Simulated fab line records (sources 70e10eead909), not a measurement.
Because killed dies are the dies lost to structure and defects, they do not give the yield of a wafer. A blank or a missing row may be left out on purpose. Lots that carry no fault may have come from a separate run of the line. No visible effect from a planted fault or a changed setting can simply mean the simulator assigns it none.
Problem report in the 8D (eight disciplines) form, filled by code + flow nand_harc + the parts of the form that need people (team, actions taken, sign-off) are left out

== 1. THE ISSUE ==
killed_at_periphery at NHARC_END_SORT_01 reads a mean of 91.8 on 6 wafers of 2 lots; wafers without a fault read 3.1 with a standard deviation of 2.1. Measured from the usual mean, that is +42 standard deviations.
First observed at day 23 21:01: wafer L996.1, on prober-02. Wafers with a number at this step in the record: 18, from 6 lots. By rule, "out" or "out of limits" means more than 4 standard deviations away from the usual mean. Any other wafer with a number is counted as sound.

== 2. WHAT IT IS AND WHAT IT IS NOT ==
| question                    | is                               | is not                                         |
|-----------------------------|----------------------------------|------------------------------------------------|
| which readings at this step | killed_at_periphery, killed_dies | killed_at_array, killed_at_other, killed_short |
| which lots                  | L995, L996                       | L979, L982, L983, L985                         |
| which wafers of those lots  | all that have a number           | -                                              |
| read on which gauges        | prober-01, prober-02             | -                                              |
| when                        | from day 23 21:01                | up to then (12 sound wafers)                   |

== 3. WHAT RULES OUT EACH SUSPECT ==
Counting: a tool at any process step up to the reading remains a suspect when it ran all the lots that are out and ran no sound lot after the first of those.
- the gauge at NHARC_END_SORT_01 has been ruled out. Those wafers that are out were read across 2 gauges (prober-01, prober-02).
- rie_diel-08 at NHARC_P_CONTACT_ETCH_36 (etches the open film in N2/H2, target depth 260 nm, time 406.25 s): kept. It processed each lot that is out, first L995 at day 10 03:40, and no sound lot thereafter; up to then, the last sound lot it processed was L985 at day 7 19:37.
Remaining after the count: rie_diel-08 at NHARC_P_CONTACT_ETCH_36.

== 4. THE CAUSE (what the simulator had put in) ==
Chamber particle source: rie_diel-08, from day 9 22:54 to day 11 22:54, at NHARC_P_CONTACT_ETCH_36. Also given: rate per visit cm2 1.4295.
The count eliminated every tool but this one.

== 5. THE EFFECT CHAIN, in route order ==
Rows list readings where the struck wafers' mean (over those with a number) sits beyond 3 standard deviations from the usual. Scope: only readings with a usual standard deviation given in the record; hours: median across lots of the time from each lot's start at the first step in this table that gives one to its start at this step; sigmas: change in usual standard deviations.
| hours | step              | reading             | usual | on struck wafers | change | sigmas |
|-------|-------------------|---------------------|-------|------------------|--------|--------|
| 0     | NHARC_END_SORT_01 | killed_at_periphery | 3.1   | 91.8             | +88.7  | +42    |
| 0     | NHARC_END_SORT_01 | killed_dies         | 33    | 119              | +86    | +7.8   |

== 6. HOW IT WOULD HAVE BEEN CAUGHT EARLIER ==
In this record the first reading out of limits at a measuring or inspecting step was taken at day 23 21:01, 334 hours after the fault began at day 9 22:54.
An alarm limit of 4 standard deviations would not have fired on the tool readings at NHARC_P_CONTACT_ETCH_36 for which the record gives a usual standard deviation, since none of them was out on any struck wafer.
The start of NHARC_P_CONTACT_ETCH_36 on rie_diel-08 came by day 23 21:01 for every one of the lots that are out (2). None of them would have been spared by holding the tool at that moment.
